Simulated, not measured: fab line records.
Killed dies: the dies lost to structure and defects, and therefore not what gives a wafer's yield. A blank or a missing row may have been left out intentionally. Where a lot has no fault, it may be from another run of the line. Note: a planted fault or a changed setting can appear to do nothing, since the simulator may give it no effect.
Which of the tools did it? || flow n5 finfet || 10 lots with 30 wafers sampled at 5 steps, on a route of 1938 steps

== WHAT EACH GAUGE READ, for each wafer ==
N5_BEOL_M4_RC_MEAS_101.
{"lot": "L141", "measured": "day 8 17:17", "on": "prober-01", "COMB_M2_max_site (S/m)": "8.6e-11 7.6e-11 8e-11"}
{"lot": "L142", "measured": "day 9 02:08", "on": "prober-02", "COMB_M2_max_site (S/m)": "9.1e-11 6.6e-11 1.03e-10"}
{"lot": "L146", "measured": "day 10 00:43", "on": "prober-01", "COMB_M2_max_site (S/m)": "7.8e-11 1.37e-10 7.1e-11"}
{"lot": "L147", "measured": "day 10 01:29", "on": "prober-01", "COMB_M2_max_site (S/m)": "2.54e-10 5.7e-11 2.27e-10"}
{"lot": "L153", "measured": "day 11 15:58", "on": "prober-02", "COMB_M2_max_site (S/m)": "6.9e-11 7.3e-11 1e-10"}
{"lot": "L155", "measured": "day 11 20:23", "on": "prober-02", "COMB_M2_max_site (S/m)": "7.6e-11 9.7e-11 6.9e-11"}
{"lot": "L154", "measured": "day 12 03:38", "on": "prober-02", "COMB_M2_max_site (S/m)": "8.5e-11 6.1e-11 7.8e-11"}
{"lot": "L158", "measured": "day 13 05:15", "on": "prober-02", "COMB_M2_max_site (S/m)": "6.8e-11 8.1e-11 9e-11"}
{"lot": "L159", "measured": "day 12 22:20", "on": "prober-01", "COMB_M2_max_site (S/m)": "8.9e-11 6e-11 7.3e-11"}
{"lot": "L160", "measured": "day 13 17:22", "on": "prober-01", "COMB_M2_max_site (S/m)": "8.6e-11 1.18e-10 7.1e-11"}

== EACH LOT AND THE TOOL THAT RAN IT (in order: tool; ch and the chambers of the sampled wafers; start) ==
{"lot": "L141", "N5_BEOL_M2_ALD_84": "ald metal-04 ch 0,1,3, day 7 07:53", "N5_BEOL_M4_ANNEAL_91": "pvd sputter-01, day 8 10:49", "N5_BEOL_M4_SPUTTER_92": "pvd sputter-01, day 8 10:57", "N5_BEOL_M4_ANNEAL_51": "rtp anneal-01 ch 0, day 8 14:34"}
{"lot": "L142", "N5_BEOL_M2_ALD_84": "ald metal-02 ch 0,3, day 7 20:25", "N5_BEOL_M4_ANNEAL_91": "pvd sputter-03, day 9 00:27", "N5_BEOL_M4_SPUTTER_92": "pvd sputter-03, day 9 00:35", "N5_BEOL_M4_ANNEAL_51": "rtp anneal-02 ch 0, day 9 01:14"}
{"lot": "L146", "N5_BEOL_M2_ALD_84": "ald metal-02 ch 0,1,3, day 8 13:25", "N5_BEOL_M4_ANNEAL_91": "pvd sputter-03, day 9 22:50", "N5_BEOL_M4_SPUTTER_92": "pvd sputter-03, day 9 22:59", "N5_BEOL_M4_ANNEAL_51": "rtp anneal-02 ch 0, day 9 23:40"}
{"lot": "L147", "N5_BEOL_M2_ALD_84": "ald metal-02 ch 0,1, day 8 17:23", "N5_BEOL_M4_ANNEAL_91": "pvd sputter-02, day 9 23:05", "N5_BEOL_M4_SPUTTER_92": "pvd sputter-02, day 9 23:13", "N5_BEOL_M4_ANNEAL_51": "rtp anneal-02 ch 0, day 9 23:53"}
{"lot": "L153", "N5_BEOL_M2_ALD_84": "ald metal-02 ch 0,2,3, day 10 07:59", "N5_BEOL_M4_ANNEAL_91": "pvd sputter-01, day 11 13:56", "N5_BEOL_M4_SPUTTER_92": "pvd sputter-01, day 11 14:05", "N5_BEOL_M4_ANNEAL_51": "rtp anneal-01 ch 0, day 11 14:57"}
{"lot": "L155", "N5_BEOL_M2_ALD_84": "ald metal-04 ch 0,2,3, day 10 17:20", "N5_BEOL_M4_ANNEAL_91": "pvd sputter-03, day 11 18:40", "N5_BEOL_M4_SPUTTER_92": "pvd sputter-03, day 11 18:49", "N5_BEOL_M4_ANNEAL_51": "rtp anneal-01 ch 0, day 11 19:29"}
{"lot": "L154", "N5_BEOL_M2_ALD_84": "ald metal-04 ch 0,1,2, day 11 06:43", "N5_BEOL_M4_ANNEAL_91": "pvd sputter-03, day 12 01:58", "N5_BEOL_M4_SPUTTER_92": "pvd sputter-03, day 12 02:06", "N5_BEOL_M4_ANNEAL_51": "rtp anneal-01 ch 0, day 12 02:44"}
{"lot": "L158", "N5_BEOL_M2_ALD_84": "ald metal-04 ch 0,1,2, day 11 12:18", "N5_BEOL_M4_ANNEAL_91": "pvd sputter-01, day 13 03:09", "N5_BEOL_M4_SPUTTER_92": "pvd sputter-01, day 13 03:17", "N5_BEOL_M4_ANNEAL_51": "rtp anneal-01 ch 0, day 13 04:01"}
{"lot": "L159", "N5_BEOL_M2_ALD_84": "ald metal-04 ch 0,1,3, day 11 18:39", "N5_BEOL_M4_ANNEAL_91": "pvd sputter-01, day 12 20:16", "N5_BEOL_M4_SPUTTER_92": "pvd sputter-01, day 12 20:25", "N5_BEOL_M4_ANNEAL_51": "rtp anneal-01 ch 0, day 12 21:13"}
{"lot": "L160", "N5_BEOL_M2_ALD_84": "ald metal-01 ch 0,1,2, day 12 05:17", "N5_BEOL_M4_ANNEAL_91": "pvd sputter-02, day 13 13:55", "N5_BEOL_M4_SPUTTER_92": "pvd sputter-02, day 13 14:04", "N5_BEOL_M4_ANNEAL_51": "rtp anneal-02 ch 0, day 13 15:04"}
- N5_BEOL_M2_ALD_84: deposits TaN, pulse time 2 s, purge time 3 s, co reactant purge time 2 s.
- N5_BEOL_M4_ANNEAL_91: time 240 s.
- N5_BEOL_M4_SPUTTER_92: material Cu, target thk 4.5 nm, time 8.29 s.
- N5_BEOL_M4_ANNEAL_51: time 90 s.

== THE ANSWER, worked out from the rows above alone ==
Rule: what is usual is taken from the lots themselves. The widest of any qualifying gaps counts: lots, ordered by their means at a reading, are off when they make up no more than a third of the lots, leave a main group of 4 or more, and stand apart from it by 3 or more times the standard deviation of that group's means. The tables above print the reading to a certain number of digits; a main group whose means all agree to those digits is not used. A lot without any number at a reading at which 4 lots or more have one is off too. Any other lot the step has rows for is counted as sound.
Off: L147, seen at N5_BEOL_M4_RC_MEAS_101 (COMB_M2_max_site). The main group: mean 8.3e-11 S/m, standard deviation 6.8e-12.
A tool fits if, at a process step before that reading, it ran every lot that is off, and no sound lot after the first of them. The gauges at N5_BEOL_M4_RC_MEAS_101 are tried like those tools. Not one of the candidates tried fits.

== WHAT WAS PUT IN BY THE SIMULATOR ==
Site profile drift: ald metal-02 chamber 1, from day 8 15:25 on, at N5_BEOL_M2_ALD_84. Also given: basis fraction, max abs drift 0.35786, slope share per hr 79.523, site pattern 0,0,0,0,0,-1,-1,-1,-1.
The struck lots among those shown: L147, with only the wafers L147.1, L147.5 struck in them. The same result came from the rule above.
